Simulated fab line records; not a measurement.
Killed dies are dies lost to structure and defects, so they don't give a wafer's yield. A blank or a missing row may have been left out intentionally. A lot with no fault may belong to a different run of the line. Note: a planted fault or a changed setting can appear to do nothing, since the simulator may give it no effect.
fab line records    flow n5Finfet
[record] lots = 9  wafers = 26  lastDay = 18
route steps=1938 shown BEOL_M4@1111 BEOL_M11@1569 BEOL_M12@1602 PASSIVATION@1936
lots untouched by any fault: they come from a run of this same line in which no faults occurred
startH: hours from the record's first day to the start of the lot's first wafer shown    waitH: hours elapsed since this lot's preceding step    " unchanged from the row above    L1.1+2: a row that stands for several wafers    - value missing, or start not given    * or withheld: withheld    < > ~ a bound
route shown NAME@n: NAME is a module with steps in the file, n the number in the route of the first one    usual: mean/standard deviation taken from wafers without a fault    same: alike in all rows    chamber/n: place in a boat    sites: per-site readings    _std_site: standard deviation across them    _edge_site: inner sites' mean taken away from outer sites' mean    radiusMm: for every site, how far away it sits from the centre of the wafer    mask NAME#n: copy n    behind: the tool/chamber that last shaped the wafer    hold: why the lot was held/for how many hours/how that ended    device: names the non-switching transistor (n, p or np)    end of line: at the end of the route, the tests of the same wafers    a step without rows: its recipe alone    killed: at the first sort, the dies lost to defects and structure; wafer yield is something else    map: per-die view of a wafer (x killed, . not killed, _ where there is no die)
set.NAME: the run value of the setting; set.NAME@STEP: its run value at that earlier step    model.NAME: the simulator's own value behind a step, which no gauge read
route steps across a sampled set of lots; one table per step, one row per wafer
services: a tool's chamber out of use, with start hour (startH, from the record's first day; less than 0 if before it), hours out, and reason
[[steps]]
[step N5_BEOL_M4_RC_MEAS_101]
[usual] DIBL_N = 36.0/1.7  DIBL_P = 36.2/2.3  IOFF_N = 0.16/0.03  IOFF_P = 0.21/0.036  ION_N = 679/11  ION_P = 465/7.1  SS_N = 71.4/0.58  SS_P = 73.3/0.75  VT_N = 249/3.1  VT_P = -251/3.5
lot.wafer  tool       chamber  startH  waitH  DIBL_N[mV/V]  DIBL_P[mV/V]  IOFF_N[nA/um]  IOFF_P[nA/um]  ION_N[uA/um]  ION_P[uA/um]  SS_N[mV/dec]  SS_P[mV/dec]  VT_N[mV]  VT_P[mV]
L719.2     prober-01  0        189.24  0.2    33.9          33.3          0.14           0.19           673           461           71.0          73.1          248       -250
L719.3     "          0        "       "      32.7          31.5          0.12           0.17           665           459           70.9          72.2          252       -253
L719.5     "          0        "       "      35.4          35.5          0.15           0.21           683           467           70.4          72.8          249       -249
L721.4     prober-01  0        200.09  0.5    33.5          33.3          0.13           0.15           667           454           71.5          72.6          256       -257
L721.5     "          0        "       "      35.2          35.7          0.16           0.19           682           463           71.7          73.3          249       -252
L721.6     "          0        "       "      37.4          37.8          0.20           0.22           679           459           72.3          74.4          249       -254
L724.2     prober-02  0        207.27  0.5    36.0          36.1          0.16           0.22           680           466           71.1          73.6          250       -249
L724.4     "          0        "       "      36.5          37.2          0.17           0.23           685           469           71.6          73.7          247       -246
L724.5     "          0        "       "      37.4          38.2          0.18           0.25           682           469           72.0          74.6          248       -248
L725.2     prober-01  0        214.02  0.2    34.9          34.8          0.15           0.19           675           465           71.7          73.6          249       -253
L725.5     "          0        "       "      34.2          34.3          0.13           0.19           670           454           71.1          73.6          251       -250
L725.6     "          0        "       "      36.1          35.9          0.17           0.21           683           465           72.0          73.6          249       -251
L731.1     prober-02  0        256.87  0.0    35.0          34.6          0.13           0.23           676           477           70.9          72.0          248       -246
L731.2     "          0        "       "      35.4          34.7          0.14           0.22           680           474           70.7          72.6          250       -246
L731.3     "          0        "       "      37.5          37.4          0.17           0.26           680           472           71.7          73.8          249       -244
L736.1     prober-02  0        280.22  0.0    39.7          41.2          0.23           0.28           703           477           72.0          73.9          244       -247
L736.4     "          0        "       "      36.6          37.7          0.15           0.22           672           469           71.9          73.8          249       -250
L736.5     "          0        "       "      36.5          37.4          0.15           0.20           681           469           71.9          72.5          249       -250
L738.2     prober-02  0        306.69  0.2    36.4          37.7          0.16           0.22           681           469           71.8          73.6          249       -251
L738.3     "          0        "       "      37.2          38.2          0.18           0.23           680           464           71.8          74.4          249       -252
L738.6     "          0        "       "      38.1          39.5          0.20           0.25           699           476           71.8          74.7          245       -249
L739.2     prober-01  0        313.77  0.2    37.9          36.6          0.17           0.21           691           463           71.6          73.4          248       -250
L739.4     "          0        "       "      38.5          37.6          0.20           0.24           696           469           71.7          74.8          245       -247
L739.5     "          0        "       "      37.8          37.1          0.19           0.22           703           470           71.1          73.7          245       -249
L740.4     prober-02  0        321.31  0.5    40.8          43.6          0.28           0.32           701           481           72.3          74.5          241       -247
L740.6     "          0        "       "      36.5          37.9          0.16           0.22           672           462           72.2          72.9          253       -250
[step N5_BEOL_M11_OVL_MEAS_29]
[recipe] pointsPerWafer = 44
[usual] V10_OVL = -0.1/0.75
lot.wafer  tool        chamber  startH  waitH  V10_OVL[nm]
L719.2     overlay-02  0        246.26  0.0    -0.2
L719.3     "           0        "       "      0.7
L719.5     "           0        "       "      -0.4
L721.4     overlay-02  0        256.64  0.0    -0.9
L721.5     "           0        "       "      -1.6
L721.6     "           0        "       "      0.3
L725.2     overlay-01  0        282.04  0.1    0.3
L725.5     "           0        "       "      0.1
L725.6     "           0        "       "      0.8
L724.2     overlay-01  0        282.17  0.0    -0.6
L724.4     "           0        "       "      -0.4
L724.5     "           0        "       "      -0.1
L731.1     overlay-02  0        326.43  0.0    2.0
L731.2     "           0        "       "      0.9
L731.3     "           0        "       "      1.1
L736.1     overlay-02  0        337.49  0.0    0.1
L736.4     "           0        "       "      0.3
L736.5     "           0        "       "      -0.3
L738.2     overlay-02  0        365.29  0.0    -1.8
L738.3     "           0        "       "      -1.1
L738.6     "           0        "       "      -1.1
L739.2     overlay-01  0        373.27  0.0    0.3
L739.4     "           0        "       "      0.0
L739.5     "           0        "       "      0.9
L740.4     overlay-02  0        382.22  0.0    0.2
L740.6     "           0        "       "      -0.1
[step N5_BEOL_M11_CURE_72]
[recipe] tempC = 370  timeS = 120  ambient = DMADMS/He  material = SiCOH_lowk
[usual] lampPowerPct = 52.30/0.053  wafer_temp_C_max = 372.1/0.63
lot.wafer  tool       chamber  startH  waitH  lampPowerPct  wafer_temp_C_max
L719.2     uvCure-01  1        247.06  0.1    52.36         371.4
L719.3     "          1        "       "      52.25         371.9
L719.5     "          1        "       "      52.30         371.9
L721.4     uvCure-02  1        257.92  0.5    52.28         373.3
L721.5     "          1        "       "      52.25         373.0
L721.6     "          1        "       "      52.37         372.2
L725.2     uvCure-02  1        283.12  0.1    52.36         373.1
L725.5     "          1        "       "      52.26         372.8
L725.6     "          1        "       "      52.31         373.0
L724.2     uvCure-01  1        283.17  0.1    52.34         372.2
L724.4     "          1        "       "      52.32         371.4
L724.5     "          1        "       "      52.33         371.9
L731.1     uvCure-01  0        327.23  0.1    52.30         372.4
L731.2     "          0        "       "      52.30         372.8
L731.3     "          0        "       "      52.33         372.7
L736.1     uvCure-01  1        338.23  0.0    52.23         371.6
L736.4     "          1        "       "      52.31         371.5
L736.5     "          1        "       "      52.27         371.6
L738.2     uvCure-03  1        366.08  0.1    52.24         372.4
L738.3     "          1        "       "      52.29         371.9
L738.6     "          1        "       "      52.32         372.4
L739.2     uvCure-02  0        374.06  0.1    52.42         371.8
L739.4     "          0        "       "      52.28         372.0
L739.5     "          0        "       "      52.36         372.5
L740.4     uvCure-03  1        383.41  0.2    52.36         372.3
L740.6     "          1        "       "      52.25         372.6
[step N5_BEOL_M11_ALD_74]
[recipe] material = TaN  targetThkA = 20  tempC = 275  aldPrecursorFamily = PDMAT  aldCoReactant = NH3  pressureTorr = 3  carrierFlowSccm = 1500  pulseTimeS = 2  purgeTimeS = 3  coReactantPurgeTimeS = 2  coReactantPulseTimeS = 3  aldCycles = 40  precursorVesselTempC = 75  precursorVesselPressureTorr = 26.25  precursorVesselCarrierSccm = 1000
[usual] heaterPowerOuterW = 232/23  heaterPowerW = 417/36
[same] purgeTimeS = 3
lot.wafer  tool         chamber  startH  waitH  heaterPowerOuterW  heaterPowerW  sinceWetCleanH
L719.2     aldMetal-01  0        247.44  0.0    205                375           6064
L719.3     "            3        "       "      214                407           6064
L719.5     "            2        "       "      226                367           -
L721.4     aldMetal-04  0        258.25  0.1    264                443           4537
L721.5     "            3        "       "      224                398           -
L721.6     "            2        "       "      258                463           -
L725.2     aldMetal-02  0        284.85  0.0    180                339           3025
L725.5     "            0        "       "      178                343           -
L725.6     "            1        "       "      240                437           -
L724.2     aldMetal-01  2        284.90  0.1    223                382           6102
L724.4     "            3        "       "      220                415           6102
L724.5     "            1        "       "      243                425           -
L731.1     aldMetal-04  2        327.79  0.0    264                466           4606
L731.2     "            1        "       "      240                449           4606
L731.3     "            0        "       "      261                445           4606
L736.1     aldMetal-04  0        338.74  0.1    263                442           4617
L736.4     "            3        "       "      227                396           4617
L736.5     "            2        "       "      255                464           -
L738.2     aldMetal-02  2        366.84  0.1    234                442           3107
L738.3     "            0        "       "      179                339           3107
L738.6     "            2        "       "      235                437           -
L739.2     aldMetal-04  2        374.57  0.0    255                466           4653
L739.4     "            0        "       "      258                441           4653
L739.5     "            3        "       "      232                385           -
L740.4     aldMetal-04  1        383.82  0.0    242                456           4662
L740.6     "            3        "       "      224                405           -
[step N5_BEOL_M12_ILD_DEP_00]
[recipe] material = SiOC  targetThkA = 6589.2  tempC = 350  precursor = DEMS/O2  pressureTorr = 5  rfW = 500  timeS = 130.7
[usual] heaterPowerOuterW = 251/40  heaterPowerW = 479/58  runLengthS = 175.6/0.5  showerheadPlenumPTorr = 5.701/0.014  throttleValvePct = 11.8/0.66
lot.wafer  tool      chamber  startH  waitH  heaterPowerOuterW  heaterPowerW  runLengthS  showerheadPlenumPTorr  sinceWetCleanH  throttleValvePct
L719.2     pecvd-02  1        250.06  0.0    198                400           176.2       5.706                  1679            12.7
L719.3     "         0        "       "      264                466           175.7       5.680                  954             11.5
L719.5     "         2        "       "      254                434           176.1       5.681                  -               10.6
L721.4     pecvd-02  2        259.83  0.1    195                362           176.6       5.692                  -               10.5
L721.5     "         1        "       "      220                434           99.1        5.714                  -               12.5
L721.6     "         0        "       "      245                425           175.4       5.680                  -               11.7
L724.2     pecvd-02  1        286.52  0.0    187                395           175.7       5.685                  1715            12.6
L724.4     "         0        "       "      255                461           175.8       5.679                  -               12.1
L724.5     "         1        "       "      216                426           98.7        5.693                  -               12.6
L725.2     pecvd-02  2        286.78  0.0    253                445           176.0       5.684                  237             10.7
L725.5     "         0        "       "      256                463           98.8        5.691                  -               11.8
L725.6     "         2        "       "      265                465           176.1       5.690                  -               10.5
L731.1     pecvd-04  1        329.88  0.0    271                533           176.2       5.709                  1940            12.1
L731.2     "         0        "       "      294                534           176.2       5.693                  1215            12.5
L731.3     "         1        "       "      279                557           175.9       5.717                  -               12.0
L736.1     pecvd-03  1        341.30  0.0    293                508           175.9       5.706                  2133            12.3
L736.4     "         1        "       "      297                499           175.8       5.711                  -               12.3
L736.5     "         2        "       "      305                578           175.1       5.704                  -               11.7
L738.2     pecvd-03  1        368.66  0.0    270                453           175.3       5.707                  2160            12.0
L738.3     "         2        "       "      263                535           175.0       5.681                  681             11.7
L738.6     "         2        "       "      294                551           175.1       5.691                  -               11.6
L739.2     pecvd-04  2        376.26  0.0    205                424           175.0       5.700                  507             11.0
L739.4     "         2        "       "      222                435           175.5       5.715                  -               10.6
L739.5     "         1        "       "      279                534           176.3       5.714                  -               11.7
L740.4     pecvd-02  2        385.85  0.1    242                438           177.0       5.698                  -               10.6
L740.6     "         0        "       "      281                499           176.2       5.667                  -               11.8
[step N5_BEOL_M12_THK_MEAS_01]
[recipe] reads = SiOC_of_BEOL_M12_ILD_DEP_00
[usual] M12_ILD_THK = 661/7.7
lot.wafer  tool          chamber  startH  waitH  M12_ILD_THK[nm]
L719.2     filmMetro-01  -        250.19  0.1    658
L719.3     "             -        "       "      651
L719.5     "             -        "       "      664
L721.4     filmMetro-01  -        259.92  0.0    664
L721.5     "             -        "       "      279
L721.6     "             -        "       "      660
L724.2     filmMetro-02  -        286.65  0.1    653
L724.4     "             -        "       "      672
L724.5     "             -        "       "      279
L725.2     filmMetro-02  -        286.92  0.1    661
L725.5     "             -        "       "      282
L725.6     "             -        "       "      681
L731.1     filmMetro-02  -        330.06  0.1    649
L731.2     "             -        "       "      655
L731.3     "             -        "       "      663
L736.1     filmMetro-02  -        341.43  0.1    651
L736.4     "             -        "       "      663
L736.5     "             -        "       "      657
L738.2     filmMetro-01  -        368.79  0.1    659
L738.3     "             -        "       "      662
L738.6     "             -        "       "      675
L739.2     filmMetro-01  -        376.39  0.1    651
L739.4     "             -        "       "      665
L739.5     "             -        "       "      671
L740.4     filmMetro-02  -        385.94  0.0    676
L740.6     "             -        "       "      659
[step N5_BEOL_M12_STRIP_63]
[recipe] chemistry = N2/H2  powerW = 1000  tempC = 250  h2Frac = 0.65  overashFraction = 0.3  pressureMtorr = 1000  n2FlowSccm = 1750  h2FlowSccm = 3250
[usual] drypumpMotorCurrentA = 5.75/0.28  h2FlowSccm = 3249/9.6  heaterPowerW = 359/28  n2FlowSccm = 1750/5.4  oesProductAu = 0.693/0.0048  stripTimeToEndpointS = 42.4/0.71  tempC = 249.98/0.19
lot.wafer  tool            chamber  startH  waitH  drypumpMotorCurrentA  h2FlowSccm  heaterPowerW  n2FlowSccm  oesProductAu  rfHoursCounterH  stripTimeToEndpointS  tempC
L719.2     plasmaAsher-02  0        252.89  -      5.51                  3255        371           1748        0.700         71               43.1                  249.62
L719.3     "               1        "       "      5.95                  3240        365           1764        0.698         -                43.0                  250.08
L719.5     "               0        "       "      5.51                  3255        357           1750        0.694         -                42.2                  249.59
L721.4     plasmaAsher-02  0        260.61  -      5.54                  3237        364           1747        0.689         -                42.0                  250.19
L721.5     "               1        "       "      5.96                  3247        360           1746        0.853         -                71.7                  250.15
L721.6     "               0        "       "      5.55                  3234        355           1743        0.682         -                41.9                  250.06
L724.2     plasmaAsher-01  0        287.45  -      5.35                  3252        299           1749        0.694         132              43.1                  250.04
L724.4     "               1        "       "      6.13                  3258        378           1747        0.696         -                41.3                  249.61
L724.5     "               0        "       "      5.36                  3250        297           1740        0.855         -                71.5                  249.95
L725.2     plasmaAsher-01  1        287.89  -      6.16                  3241        374           1753        0.698         132              42.2                  249.50
L725.5     "               0        "       "      5.36                  3241        295           1744        0.856         -                71.8                  249.84
L725.6     "               1        "       "      6.18                  3241        389           1755        0.704         -                40.9                  249.90
L731.1     plasmaAsher-02  0        331.00  -      5.54                  3239        359           1747        0.696         85               43.1                  250.07
L731.2     "               1        "       "      5.93                  3266        369           1744        0.692         85               42.9                  249.78
L731.3     "               1        "       "      5.94                  3258        369           1751        0.690         -                42.1                  249.70
L736.1     plasmaAsher-01  1        342.42  -      6.15                  3247        386           1739        0.689         144              42.7                  250.24
L736.4     "               0        "       "      5.42                  3267        299           1762        0.692         -                41.6                  249.76
L736.5     "               1        "       "      6.13                  3256        393           1743        0.698         -                42.3                  250.10
L738.2     plasmaAsher-01  0        369.47  -      5.38                  3276        297           1755        0.696         149              42.7                  249.83
L738.3     "               1        "       "      6.12                  3247        383           1732        0.696         -                42.0                  250.04
L738.6     "               1        "       "      6.12                  3239        372           1736        0.689         -                41.0                  250.27
L739.2     plasmaAsher-02  0        377.07  -      5.52                  3258        358           1747        0.697         95               43.1                  249.76
L739.4     "               1        "       "      5.95                  3265        369           1751        0.700         -                42.5                  250.30
L739.5     "               1        "       "      5.97                  3243        365           1750        0.689         -                42.0                  250.16
L740.4     plasmaAsher-01  0        386.81  -      5.33                  3233        296           1748        0.690         -                41.1                  249.90
L740.6     "               0        "       "      5.35                  3238        303           1751        0.692         -                42.9                  250.27
[step N5_PASSIVATION_PROBE_49]
[usual] defectLimitedYield = 91.3/1.5  killed_at_M0_to_M3 = 31/11  killed_at_M4_up = 14/5.1  killedAtContacts = 12/5.6  killedAtFrontEnd = 42/12  killedAtOther = 3.8/2.9  killedDies = 103/18  killedOnRim = 14/4.5  killedOpen = 67/14  killedShort = 33/8  sort_bin_4_leakage = 0.00/0.0073  sort_bin_5_function = 5.1/1  sort_bin_6_memory = 3.2/0.75  sortNPass = 1077/18  sortYieldPct = 91.3/1.5
[same] grossDies = 1180  killedAtBackSide = 0  sort_bin_8_speed[%] = 0
lot.wafer  tool       chamber  startH  waitH  defectLimitedYield[%]  killed_at_M0_to_M3  killed_at_M4_up  killedAtContacts  killedAtFrontEnd  killedAtOther  killedDies  killedOnRim  killedOpen  killedShort  sort_bin_4_leakage[%]  sort_bin_5_function[%]  sort_bin_6_memory[%]  sortNPass  sortYieldPct[%]
L719.2     prober-02  -        291.91  0.9    90.8                   41                  10               22                36                0              109         14           72          34           0                      5.1                     3.8                   1071       90.8
L719.3     prober-02  -        291.96  0.9    90.1                   39                  7                15                54                2              117         16           76          40           0                      5.9                     3.6                   1063       90.1
L719.5     prober-02  -        292.06  1.0    92.0                   40                  8                15                25                6              94          8            65          26           0                      5.0                     2.4                   1086       92.0
L721.4     prober-02  -        305.48  0.2    91.7                   38                  14               13                32                1              98          11           57          28           0                      4.5                     2.7                   1082       91.7
L721.5     prober-02  -        305.53  0.2    0                      27                  1101             4                 47                1              1180        152          56          22           0                      3.7                     2.7                   0          0
L721.6     prober-02  -        305.58  0.3    92.3                   26                  11               4                 50                0              91          19           45          30           0                      4.7                     1.6                   1089       92.3
L724.2     prober-01  -        331.52  0.1    90.0                   37                  21               14                40                6              118         13           87          31           0                      4.8                     5.0                   1062       90.0
L724.4     prober-01  -        331.62  0.2    92.3                   22                  12               13                43                1              91          8            68          23           0                      4.7                     2.8                   1089       92.3
L724.5     prober-01  -        331.67  0.2    0                      31                  1112             3                 33                1              1180        152          52          34           0                      4.8                     2.2                   0          0
L725.2     prober-01  -        339.47  0.1    91.1                   15                  15               11                60                4              105         12           73          22           0                      4.5                     3.2                   1075       91.1
L725.5     prober-01  -        339.62  0.2    0                      17                  1112             9                 36                6              1180        152          49          31           0                      4.0                     2.5                   0          0
L725.6     prober-01  -        339.67  0.3    92.0                   22                  16               8                 45                3              94          14           64          29           0                      4.2                     3.4                   1086       92.0
L731.1     prober-02  -        374.03  0.0    89.2                   32                  11               12                64                8              127         12           82          45           0                      5.9                     4.2                   1053       89.2
L731.2     prober-02  -        374.08  0.1    89.1                   23                  10               17                74                5              129         17           82          45           0                      6.8                     3.6                   1051       89.1
L731.3     prober-02  -        374.13  0.1    90.4                   27                  6                6                 66                8              113         22           85          26           0                      5.9                     3.2                   1067       90.4
// killed by level:class
L719.2 MOL_CONTACT_COAG:geometricParticle:open=19 BEOL_M0_SAQP:geometricParticle:short=15 BEOL_M0_SAQP:geometricParticle:open=14 GATE_CUT:geometricParticle:short=6 BEOL_M2:geometricParticle:open=6 STI_FIN_REVEAL:geometricParticle:open=5 FIN_SAQP:geometricParticle:open=4 SPACER0:geometricParticle:open=4
L719.3 FIN_SAQP:geometricParticle:open=16 BEOL_M0_SAQP:geometricParticle:open=15 MOL_CONTACT_COAG:geometricParticle:open=13 BEOL_M0_SAQP:geometricParticle:short=13 STI_FIN_REVEAL:geometricParticle:open=10 BEOL_M2:geometricParticle:short=5 STARTING-WAFER:geometricParticle:open=5 FIN_SAQP:geometricParticle:short=3
L719.5 BEOL_M0_SAQP:geometricParticle:open=14 MOL_CONTACT_COAG:geometricParticle:open=13 BEOL_M0_SAQP:geometricParticle:short=13 PASS1_CAP:geometricParticle:open=6 BEOL_M3:geometricParticle:open=5 STARTING-WAFER:geometricParticle:open=5 STARTING-WAFER:geometricParticle:short=5 BEOL_M1:geometricParticle:open=4
L721.4 BEOL_M0_SAQP:geometricParticle:short=14 MOL_CONTACT_COAG:geometricParticle:open=13 HKMG_FIN:areaEtch=10 BEOL_M4:geometricParticle:open=8 BEOL_M0_SAQP:geometricParticle:open=8 STARTING-WAFER:geometricParticle:open=6 BEOL_M0:geometricParticle:open=5 BEOL_M1:geometricParticle:open=4
L721.5 BEOL_M12:areaDep=1090 HKMG_FIN:areaEtch=11 BEOL_M2:geometricParticle:open=10 FIN_SAQP:geometricParticle:open=8 STI_FIN_REVEAL:geometricParticle:open=7 FIN_SAQP:geometricParticle:short=5 STARTING-WAFER:geometricParticle:open=5 STARTING-WAFER:geometricParticle:short=5
L721.6 HKMG_FIN:areaEtch=15 FIN_SAQP:geometricParticle:short=6 BEOL_M3:geometricParticle:open=6 STI_FIN_REVEAL:geometricParticle:open=6 BEOL_M0_SAQP:geometricParticle:short=5 BEOL_M0_SAQP:geometricParticle:open=5 BEOL_M1:geometricParticle:open=5 STARTING-WAFER:geometricParticle:short=5
L724.2 MOL_CONTACT_COAG:geometricParticle:open=12 STI_FIN_REVEAL:geometricParticle:open=11 BEOL_M4:geometricParticle:open=11 BEOL_M3:geometricParticle:open=8 FIN_SAQP:geometricParticle:open=5 FIN_SAQP:geometricParticle:short=5 BEOL_M0_SAQP:geometricParticle:short=5 BEOL_M0_SAQP:geometricParticle:open=5
L724.4 STI_FIN_REVEAL:geometricParticle:open=21 MOL_CONTACT_COAG:geometricParticle:open=12 BEOL_M4:geometricParticle:open=5 FIN_SAQP:geometricParticle:open=4 GATE_CUT:geometricParticle:short=4 BEOL_M0_SAQP:geometricParticle:open=4 BEOL_M0_SAQP:geometricParticle:short=4 BEOL_M1:geometricParticle:open=4
L724.5 BEOL_M12:areaDep=1094 FIN_SAQP:geometricParticle:short=11 BEOL_M4:geometricParticle:open=11 BEOL_M0_SAQP:geometricParticle:short=8 BEOL_M0_SAQP:geometricParticle:open=7 BEOL_M2:geometricParticle:open=6 FIN_SAQP:geometricParticle:open=4 DUMMY_GATE:geometricParticle:open=4
L725.2 FIN_SAQP:geometricParticle:open=15 MOL_CONTACT_COAG:geometricParticle:open=10 HKMG_FIN:areaEtch=10 STI_FIN_REVEAL:geometricParticle:open=8 GATE_CUT:geometricParticle:short=6 BEOL_M2:geometricParticle:open=6 FIN_SAQP:geometricParticle:short=5 BEOL_M4:geometricParticle:open=5
L725.5 BEOL_M12:areaDep=1100 FIN_SAQP:geometricParticle:short=11 DUMMY_GATE:geometricParticle:open=9 MOL_CONTACT_COAG:geometricParticle:open=6 BEOL_M5:geometricParticle:open=6 STI_FIN_REVEAL:geometricParticle:open=4 BEOL_M0_SAQP:geometricParticle:open=4 STARTING-WAFER:geometricParticle:open=4
L725.6 FIN_SAQP:geometricParticle:open=15 FIN_SAQP:geometricParticle:short=13 BEOL_M1:geometricParticle:open=11 MOL_CONTACT_COAG:geometricParticle:open=8 BEOL_M4:geometricParticle:open=8 GATE_CUT:geometricParticle:open=6 GATE_CUT:geometricParticle:short=5 BEOL_M3:geometricParticle:open=3
L731.1 FIN_SAQP:geometricParticle:open=16 STI_FIN_REVEAL:geometricParticle:open=15 FIN_SAQP:geometricParticle:short=10 MOL_CONTACT_COAG:geometricParticle:open=9 BEOL_M1:geometricParticle:open=7 BEOL_M0_SAQP:geometricParticle:short=6 BEOL_M0_SAQP:geometricParticle:open=6 DUMMY_GATE:geometricParticle:open=6
L731.2 FIN_SAQP:geometricParticle:open=29 FIN_SAQP:geometricParticle:short=13 STI_FIN_REVEAL:geometricParticle:open=10 MOL_CONTACT_COAG:geometricParticle:open=9 MOL_CONTACT_COAG:geometricParticle:short=8 DUMMY_GATE:geometricParticle:open=6 BEOL_M1:geometricParticle:open=6 STARTING-WAFER:geometricParticle:short=6
L731.3 STI_FIN_REVEAL:geometricParticle:open=29 FIN_SAQP:geometricParticle:open=16 BEOL_M1:geometricParticle:open=9 FIN_SAQP:geometricParticle:short=7 MOL_CONTACT_COAG:geometricParticle:open=6 BEOL_M0_SAQP:geometricParticle:open=6 BEOL_M0_SAQP:geometricParticle:short=4 BEOL_M2:geometricParticle:open=3
[[services]]
tool            chamber  startH  hours  kind
plasmaAsher-02  -        223.09  2.1    repair
pecvd-02        0        226.37  5.5    scheduledDown
uvCure-02       -        226.71  2.1    pm
pecvd-02        0        233.12  2.1    scheduledDown
aldMetal-02     1        233.87  13.2   repair
uvCure-03       -        247.27  2.1    pm
uvCure-01       -        250.39  7.5    pm
uvCure-03       -        258.70  7.5    pm
aldMetal-01     -        269.73  2.7    repair
uvCure-01       -        270.71  7.5    pm
uvCure-01       -        280.97  2.1    pm
pecvd-04        1        287.77  1.9    repair
pecvd-04        2        296.36  2.1    scheduledDown
aldMetal-04     0        299.98  6.3    repair
pecvd-02        -        316.12  14.6   pm
pecvd-04        -        326.25  2.8    pm
pecvd-04        2        329.76  6.5    repair
aldMetal-01     -        337.25  14.0   pm
aldMetal-01     0        337.25  14.0   ventCycle
pecvd-02        -        340.21  4.0    repair
uvCure-02       -        356.06  7.5    pm
aldMetal-01     0        373.13  1.5    repair
uvCure-01       -        381.73  11.0   repair
pecvd-04        -        382.54  0.4    repair
[[key]]
[firstSign] step = N5_BEOL_M12_ILD_DEP_00  reading = runLengthS  direction = down  sigmas = 99+  usual = *  struck = *
[effect] step = N5_BEOL_M12_THK_MEAS_01  reading = M12_ILD_THK  direction = down  sigmas = 50  usual = 661  struck = 280
[effect] step = N5_BEOL_M12_STRIP_63  reading = stripTimeToEndpointS  direction = up  sigmas = 41  usual = *  struck = *
[effect] step = N5_PASSIVATION_PROBE_49  reading = killed_at_M4_up  direction = up  sigmas = 99+  usual = 14  struck = 1108
[moreKillsBornAt] N5_BEOL_M12_ILD_DEP_00@pecvd-02 = 3284
metAt N5_BEOL_M12_ILD_DEP_00
struckLots L721,L724,L725
struckWafers L721.5,L724.5,L725.5
laterRowsLeftOut L721.5,L724.5,L725.5
[baselineLoss] step = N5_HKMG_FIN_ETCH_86  wafers = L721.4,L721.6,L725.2
notActingAt N5_BEOL_M11_OVL_MEAS_29,N5_BEOL_M11_CURE_72,N5_BEOL_M11_ALD_74
onsetBetween 250.06 259.83
[fault] kind = processParameterDrift  tool = pecvd-02  chamber = -  onsetH = 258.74  steps = N5_BEOL_M12_ILD_DEP_00  channel = timeS  offset = *  shape = step  endH = 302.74  scope = struckWafersOnly  actsIn = *  stated = *
// laterRowsLeftOut: the simulator's readings of these wafers behind a module that went badly wrong aren't trusted and aren't shown, but for the sort
// baselineLoss: these wafers lose ten dies or more at that step, a loss of the line's own and not of a fault; the sort's usual values leave them out
